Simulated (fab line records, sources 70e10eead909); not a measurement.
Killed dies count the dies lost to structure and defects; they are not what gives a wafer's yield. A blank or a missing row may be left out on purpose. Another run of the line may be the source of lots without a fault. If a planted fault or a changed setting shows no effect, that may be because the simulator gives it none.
Matching of chambers || flow nand-harc || pecvd-03 running NHARC_P_M1_PRE_CLEAN_32: 3 sister chambers
The step time 12 s. 6 wafers are shown with their chamber, then 9 later ones without.

== WAFERS WITH THEIR CHAMBER ==
{"wafer": "L086.5", "chamber": 2, "heater-power-w (W)": 702}
{"wafer": "L087.4", "chamber": 0, "heater-power-w (W)": 690}
{"wafer": "L087.5", "chamber": 2, "heater-power-w (W)": 731}
{"wafer": "L088.2", "chamber": 1, "heater-power-w (W)": 750}
{"wafer": "L088.4", "chamber": 0, "heater-power-w (W)": 735}
{"wafer": "L088.5", "chamber": 1, "heater-power-w (W)": 764}

== WAFERS WITH NO CHAMBER GIVEN ==
{"wafer": "L089.1", "heater-power-w (W)": 729}
{"wafer": "L089.3", "heater-power-w (W)": 742}
{"wafer": "L089.4", "heater-power-w (W)": 734}
{"wafer": "L093.1", "heater-power-w (W)": 623}
{"wafer": "L093.3", "heater-power-w (W)": 674}
{"wafer": "L093.4", "heater-power-w (W)": 680}
{"wafer": "L095.1", "heater-power-w (W)": 687}
{"wafer": "L095.5", "heater-power-w (W)": 723}
{"wafer": "L095.6", "heater-power-w (W)": 659}

== CHAMBER TAKEN BY EACH ==
{"wafer": "L089.1", "from the rows above": "can't be placed: 2 or 0 or 1", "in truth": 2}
{"wafer": "L089.3", "from the rows above": "can't be placed: 1 or 2 or 0", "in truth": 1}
{"wafer": "L089.4", "from the rows above": "can't be placed: 2 or 0 or 1", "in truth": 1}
{"wafer": "L093.1", "from the rows above": "can't be placed: 0 or 2 or 1", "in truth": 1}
{"wafer": "L093.3", "from the rows above": "can't be placed: 0 or 2 or 1", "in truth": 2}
{"wafer": "L093.4", "from the rows above": "can't be placed: 0 or 2 or 1", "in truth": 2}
{"wafer": "L095.1", "from the rows above": "can't be placed: 0 or 2 or 1", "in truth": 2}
{"wafer": "L095.5", "from the rows above": "can't be placed: 2 or 0 or 1", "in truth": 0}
{"wafer": "L095.6", "from the rows above": "can't be placed: 0 or 2 or 1", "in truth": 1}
Correctly placed: 0 of 9. These rows do not allow placing 9 (true chamber among the candidates in 9). Placed wrongly: 0.
How it was worked out, from the rows above alone: a wafer's distance from a chamber is the root of the sum, over the readings, of the square of ((its reading less the chamber's mean) divided by the reading's scatter). If the next closest chamber is less than 2 further off than the closest, the wafer can't be placed; otherwise it belongs to the closest. For every chamber, the mean is computed from those of its wafers that are shown. The scatter is the square root of a quotient: the sum, over the shown wafers, of each reading's squared deviation from its chamber's mean, divided by wafers minus chambers.
